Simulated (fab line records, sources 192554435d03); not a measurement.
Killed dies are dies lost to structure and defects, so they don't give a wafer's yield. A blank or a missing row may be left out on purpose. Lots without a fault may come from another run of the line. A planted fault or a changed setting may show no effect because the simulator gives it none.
Which tool did it? | flow n5_finfet | 24 lots, 72 wafers sampled, at 3 steps of a route of 1938

WHAT THE GAUGES READ, wafer by wafer
N5_BEOL_M15_CD_MEAS_28: target cd 407.6 nm. Usual: cd_nm 407.2 nm, standard deviation 1.8.
lot  | measured     | on        | cd_nm (nm)        | flag
L074 | day 11 11:09 | cd_sem-01 | 409.9 410.4 410.2 |
L075 | day 12 07:58 | cd_sem-02 | 408.0 407.0 407.4 |
L076 | day 12 12:00 | cd_sem-03 | 406.6 407.2 407.1 |
L077 | day 12 19:49 | cd_sem-02 | 408.6 408.5 408.0 |
L078 | day 13 08:07 | cd_sem-01 | 406.0 405.9 405.9 |
L079 | day 13 08:35 | cd_sem-02 | 406.8 406.5 407.9 |
L081 | day 14 01:20 | cd_sem-03 | 407.4 407.3 407.7 |
L080 | day 14 02:14 | cd_sem-03 | 409.1 408.1 408.4 |
L083 | day 14 04:17 | cd_sem-01 | 408.0 407.4 408.4 |
L084 | day 14 04:43 | cd_sem-02 | 410.1 408.7 407.9 |
L082 | day 14 12:54 | cd_sem-03 | 405.7 405.6 405.9 |
L086 | day 14 23:36 | cd_sem-01 | 407.0 407.8 407.3 |
L085 | day 15 02:11 | cd_sem-03 | 406.9 408.0 407.2 |
L088 | day 15 16:01 | cd_sem-02 | 407.6 407.8 406.6 |
L087 | day 15 20:49 | cd_sem-01 | 408.8 409.2 410.3 |
L089 | day 16 02:13 | cd_sem-03 | 409.1 407.9 408.4 |
L090 | day 16 07:53 | cd_sem-01 | 407.9 407.9 407.5 |
L091 | day 16 08:29 | cd_sem-02 | 403.6 405.5 403.4 |
L092 | day 17 02:28 | cd_sem-03 | 405.9 406.2 404.8 |
L093 | day 17 09:06 | cd_sem-01 | 410.0 410.3 409.7 |
L095 | day 17 14:50 | cd_sem-02 | 402.2 403.1 402.7 |
L094 | day 17 15:12 | cd_sem-03 | 406.1 405.6 408.7 |
L096 | day 18 02:17 | cd_sem-01 | 404.0 406.6 407.1 |
L097 | day 18 15:41 | cd_sem-02 | 407.3 405.4 407.8 |

N5_BEOL_M15_THK_MEAS_50: measures by xrf. Usual: M15_THK 856 nm, standard deviation 16.
lot  | measured     | on            | M15_THK (nm) | flag
L074 | day 11 14:19 | film_metro-02 | 854 864 848  |
L075 | day 12 11:19 | film_metro-02 | 862 839 861  |
L076 | day 12 16:36 | film_metro-01 | 868 839 858  |
L077 | day 12 23:37 | film_metro-01 | 854 852 866  |
L078 | day 13 13:42 | film_metro-02 | 872 884 881  |
L079 | day 13 14:07 | film_metro-02 | 832 838 838  |
L081 | day 14 04:59 | film_metro-01 | 845 873 877  |
L080 | day 14 05:01 | film_metro-02 | 830 864 847  |
L083 | day 14 08:01 | film_metro-02 | 830 869 865  |
L084 | day 14 11:08 | film_metro-02 | 864 851 856  |
L082 | day 14 16:11 | film_metro-02 | 863 840 816  |
L086 | day 15 03:43 | film_metro-01 | 859 855 877  |
L085 | day 15 04:48 | film_metro-02 | 841 857 858  |
L088 | day 15 20:46 | film_metro-01 | 855 860 859  |
L087 | day 16 00:39 | film_metro-01 | 864 874 877  |
L089 | day 16 05:24 | film_metro-02 | 856 819 853  |
L090 | day 16 10:43 | film_metro-02 | 874 833 833  |
L091 | day 16 11:03 | film_metro-01 | 884 862 871  |
L092 | day 17 11:04 | film_metro-01 | 856 847 858  |
L093 | day 17 11:56 | film_metro-02 | 848 851 869  |
L095 | day 17 17:38 | film_metro-01 | 867 843 868  |
L094 | day 17 17:53 | film_metro-02 | 859 869 854  |
L096 | day 18 04:43 | film_metro-01 | 855 857 857  |
L097 | day 18 20:50 | film_metro-02 | 834 858 863  |

WHICH TOOL RAN EACH LOT (tool, then ch and the chambers of the sampled wafers, then the start)
lot  | N5_BEOL_M15_DESCUM_33
L074 | rie_diel-01 ch 0,1,3, day 11 11:31
L075 | rie_diel-04 ch 2,3, day 12 08:10
L076 | rie_diel-01 ch 1,2,3, day 12 12:05
L077 | rie_diel-02 ch 0,2,3, day 12 19:55
L078 | rie_diel-01 ch 0,2,3, day 13 08:17
L079 | rie_diel-02 ch 0,3, day 13 08:45
L081 | rie_diel-01 ch 1,2, day 14 01:26
L080 | rie_diel-02 ch 1,2,3, day 14 02:20
L083 | rie_diel-04 ch 0,1,3, day 14 04:22
L084 | rie_diel-02 ch 0,2, day 14 04:49
L082 | rie_diel-04 ch 0,2,3, day 14 12:59
L086 | rie_diel-01 ch 0,2,3, day 14 23:42
L085 | rie_diel-04 ch 1,2, day 15 02:18
L088 | rie_diel-04 ch 1,3, day 15 16:07
L087 | rie_diel-01 ch 1,2, day 15 20:55
L089 | rie_diel-04 ch 0,1, day 16 02:19
L090 | rie_diel-04 ch 0,3, day 16 08:04
L091 | rie_diel-02 ch 0,1,3, day 16 08:43
L092 | rie_diel-02 ch 1,3, day 17 02:38
L093 | rie_diel-04 ch 1,2, day 17 09:11
L095 | rie_diel-01 ch 0,2,3, day 17 14:55
L094 | rie_diel-02 ch 0,1,3, day 17 15:17
L096 | rie_diel-04 ch 0,3, day 18 02:31
L097 | rie_diel-04 ch 0,2,3, day 18 15:47
- N5_BEOL_M15_DESCUM_33: chemistry O2, time 7.9 s.

WHAT THE TOOLS THEMSELVES READ (means of the sampled wafers that have a number; where no wafer has one, the mark that the record gives instead)
N5_BEOL_M15_DESCUM_33. Usual: drypump_motor_current_A 5.5 A, standard deviation 0.34; oes_product_au 0.80 a.u., standard deviation 0.087; rf_vpp_V 243.5 V, standard deviation 1.4; showerhead_plenum_p_Torr 2.11 Torr, standard deviation 0.076; throttle_valve_pct 20.32 %, standard deviation 0.24.
lot  | tool        | drypump_motor_current_A (A) | oes_product_au (a.u.) | rf_vpp_V (V) | showerhead_plenum_p_Torr (Torr) | throttle_valve_pct (%) | flag
L074 | rie_diel-01 | 5.6                         | 0.81                  | 243.5        | 2.08                            | 20.36                  |
L075 | rie_diel-04 | 5.3                         | 0.85                  | 245.0        | 2.20                            | 20.14                  |
L076 | rie_diel-01 | 5.5                         | 0.81                  | 242.2        | 2.05                            | 20.32                  |
L077 | rie_diel-02 | 5.9                         | 0.70                  | 243.2        | 2.09                            | 20.50                  |
L078 | rie_diel-01 | 5.5                         | 0.83                  | 242.2        | 2.06                            | 20.07                  |
L079 | rie_diel-02 | 5.9                         | 0.68                  | 243.9        | 2.15                            | 20.58                  |
L081 | rie_diel-01 | 5.5                         | 0.78                  | 241.9        | 2.04                            | 20.29                  |
L080 | rie_diel-02 | 5.9                         | 0.75                  | 243.5        | 2.11                            | 20.41                  |
L083 | rie_diel-04 | 5.1                         | 0.80                  | 244.4        | 2.13                            | 20.35                  |
L084 | rie_diel-02 | 5.9                         | 0.80                  | 242.3        | 2.03                            | 20.32                  |
L082 | rie_diel-04 | 5.2                         | 0.76                  | 245.2        | 2.18                            | 20.32                  |
L086 | rie_diel-01 | 5.5                         | 0.81                  | 243.6        | 2.06                            | 20.10                  |
L085 | rie_diel-04 | 5.3                         | 0.78                  | 242.6        | 2.07                            | 20.54                  |
L088 | rie_diel-04 | 5.2                         | 0.84                  | 243.9        | 2.15                            | 20.21                  |
L087 | rie_diel-01 | 5.5                         | 0.85                  | 242.1        | 2.03                            | 20.14                  |
L089 | rie_diel-04 | 5.1                         | 0.76                  | 242.0        | 2.06                            | 20.56                  |
L090 | rie_diel-04 | 5.0                         | 0.74                  | 244.1        | 2.17                            | 20.36                  |
L091 | rie_diel-02 | 5.8                         | 0.91                  | 244.2        | 2.16                            | 20.21                  |
L092 | rie_diel-02 | 5.8                         | 0.87                  | 245.2        | 2.19                            | 20.26                  |
L093 | rie_diel-04 | 5.4                         | 0.74                  | 244.1        | 2.11                            | 20.53                  |
L095 | rie_diel-01 | 5.5                         | 0.80                  | 242.8        | 2.05                            | 20.13                  |
L094 | rie_diel-02 | 5.8                         | 0.89                  | 243.7        | 2.16                            | 20.23                  |
L096 | rie_diel-04 | 5.0                         | 0.91                  | 244.1        | 2.17                            | 20.12                  |
L097 | rie_diel-04 | 5.2                         | 0.82                  | 244.2        | 2.17                            | 20.24                  |

THE ANSWER, worked out from the rows above alone
Rule: a lot is off if the mean of its wafers that have a number lies more than 3 standard deviations from the usual mean. A lot without any number at a reading at which 4 lots or more have one is off too. The other lots that the step has rows for count as sound. The gauges are gone through in route order, then the tools' own readings, and for those a lot's mean is taken as printed above. The first step at which some lot is off is used, and at that step the reading that is off furthest; a lot without a number counts as furthest.
No lot is off at any reading shown: from this, nothing can be told.

WHAT THE SIMULATOR HAD PUT IN
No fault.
